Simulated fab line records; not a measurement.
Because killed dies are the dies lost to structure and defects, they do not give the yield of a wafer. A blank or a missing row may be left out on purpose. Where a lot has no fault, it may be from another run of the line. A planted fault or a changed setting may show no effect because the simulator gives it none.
Chamber matching + flow nand_harc + NHARC_A_STAIRCASE_CMP_472 on cmp-02 has 4 sister chambers
The step polishes SiO2. 4 wafers are shown with their chamber, then 11 later ones without.

## WAFERS PAIRED WITH THEIR CHAMBERS
| wafer  | chamber | motor_current_A (A) |
|--------|---------|---------------------|
| L083.3 | 0       | 11.8                |
| L088.5 | 1       | 12.4                |
| L088.6 | 2       | 11.3                |
| L090.3 | 3       | 15.2                |

## WAFERS WITHOUT THEIR CHAMBER
| wafer  | motor_current_A (A) |
|--------|---------------------|
| L090.4 | 12.4                |
| L090.5 | 14.7                |
| L091.1 | 11.8                |
| L091.4 | 11.3                |
| L091.5 | 11.1                |
| L091.2 | 15.1                |
| L091.3 | 12.4                |
| L091.6 | 11.0                |
| L096.1 | 11.8                |
| L096.2 | 15.1                |
| L096.5 | 11.9                |

## CHAMBER TAKEN BY EACH
| wafer  | from the rows above | in truth                   |
|--------|---------------------|----------------------------|
| L090.4 | 1                   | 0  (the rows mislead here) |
| L090.5 | 3                   | 3                          |
| L091.1 | 0                   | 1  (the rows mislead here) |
| L091.4 | 2                   | 2                          |
| L091.5 | 2                   | 2                          |
| L091.2 | 3                   | 3                          |
| L091.3 | 1                   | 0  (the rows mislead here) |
| L091.6 | 2                   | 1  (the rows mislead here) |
| L096.1 | 0                   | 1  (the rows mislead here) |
| L096.2 | 3                   | 3                          |
| L096.5 | 0                   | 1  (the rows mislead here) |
Placed correctly: 5 of 11. Left unplaced by these rows: 0. 6 placed wrongly.
How it was worked out, from the rows above alone: a wafer's distance from a chamber is the root of the sum, over the readings, of the square of ((its reading less the chamber's mean) divided by the reading's scatter). The wafer belongs to the nearest chamber; if the next one is less than 2 further off, it can't be placed. Each chamber's mean is taken over the wafers shown for it. The scatter: root of mean squared gap, hidden wafer to nearest shown wafer, with one shown wafer a chamber.
